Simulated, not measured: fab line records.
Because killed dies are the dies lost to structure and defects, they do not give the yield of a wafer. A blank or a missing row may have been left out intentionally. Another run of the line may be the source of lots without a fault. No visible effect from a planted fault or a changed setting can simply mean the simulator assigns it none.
Problem report in the 8D (eight disciplines) form, filled by code || flow n5-finfet || the parts of the form that need people (team, actions taken, sign-off) are left out

== 1. PROBLEM STATEMENT ==
At N5_SDB_COAT_04, run-length-s averages 55.68 s over 4 wafers from 3 lots, while fault-free wafers read 66.43 s, standard deviation 0.15. That is -72 standard deviations from the usual mean.
The step: time 60 s, resist thk 18 nm.
The first sign was on wafer L118.3 at day 7 00:40, on litho-track-01. At this step, 33 wafers from 13 lots have a number in the record. The rule behind "out" and "out of limits": a value lying over 4 standard deviations away from the usual mean. All remaining wafers that have a number are taken as sound.

== 2. WHAT IT IS AND WHAT IT IS NOT ==
{"question": "which readings at this step", "is": "run-length-s, heater-power-total-W", "is not": "exhaust-pa"}
{"question": "which lots", "is": "L118, L119, L120", "is not": "L105, L108, L110, L111, L112, L113, L123, L125, L126, L127"}
{"question": "which wafers of those lots", "is": "L118.3, L119.3, L120.2, L120.3", "is not": "L118.4, L119.4"}
{"question": "read on which tools", "is": "litho-track-01", "is not": "litho-track-04, litho-track-05"}
{"question": "when", "is": "from day 7 00:40", "is not": "up to then (16 sound wafers); but 13 sound wafers of L119, L123, L125, L126, L127 came after"}

== 3. SUSPECTS, AND WHAT RULES EACH OUT ==
Counting: if a tool at a process step up to the reading ran every lot that is out, it stays a suspect. Sound lots after the first of them don't rule it out here, since some wafers of a struck lot are sound.
- litho-track-01 at N5_SDB_COAT_04 (time 60 s, resist thk 18 nm): kept. It ran every lot that is out, first L118 (day 7 00:40); its last sound lot up to then is L113 (day 5 21:42). Out on those wafers are its own readings of heater-power-total-W, run-length-s.
The count leaves litho-track-01 at N5_SDB_COAT_04.

== 4. THE CAUSE (what the simulator had put in) ==
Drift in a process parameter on litho-track-01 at N5_SDB_COAT_04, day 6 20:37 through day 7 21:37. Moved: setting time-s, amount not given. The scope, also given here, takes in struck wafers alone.
Counting left only this tool.

== 5. THE EFFECT CHAIN, in route order ==
Rows list readings where the struck wafers' mean (over those with a number) sits beyond 3 standard deviations from the usual. Only readings for which the record gives a usual standard deviation are gone through. hours: the time from each lot's start at the first step in this table that gives one to its start at this step, as a median over the lots. sigmas: the change in usual standard deviations.
{"hours": 0, "step": "N5_SDB_COAT_04", "reading": "heater-power-total-W", "usual": "427.4 W", "on struck wafers": 480.3, "change": "+52.9", "sigmas": "+25"}
{"hours": 0, "step": "N5_SDB_COAT_04", "reading": "run-length-s", "usual": "66.43 s", "on struck wafers": 55.68, "change": -10.75, "sigmas": -72}
It contains these process steps:
- N5_SDB_COAT_04: time 60 s, resist thk 18 nm.
At these later measuring or inspecting steps, every struck wafer for which the step has a row has a number for every such reading, and none has moved that far: N5_SDB_CD_MEAS_11.

== 6. WHAT WOULD HAVE CAUGHT IT SOONER ==
In this record the first reading out of limits was taken at day 7 00:40, 4 hours after the fault began at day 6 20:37.
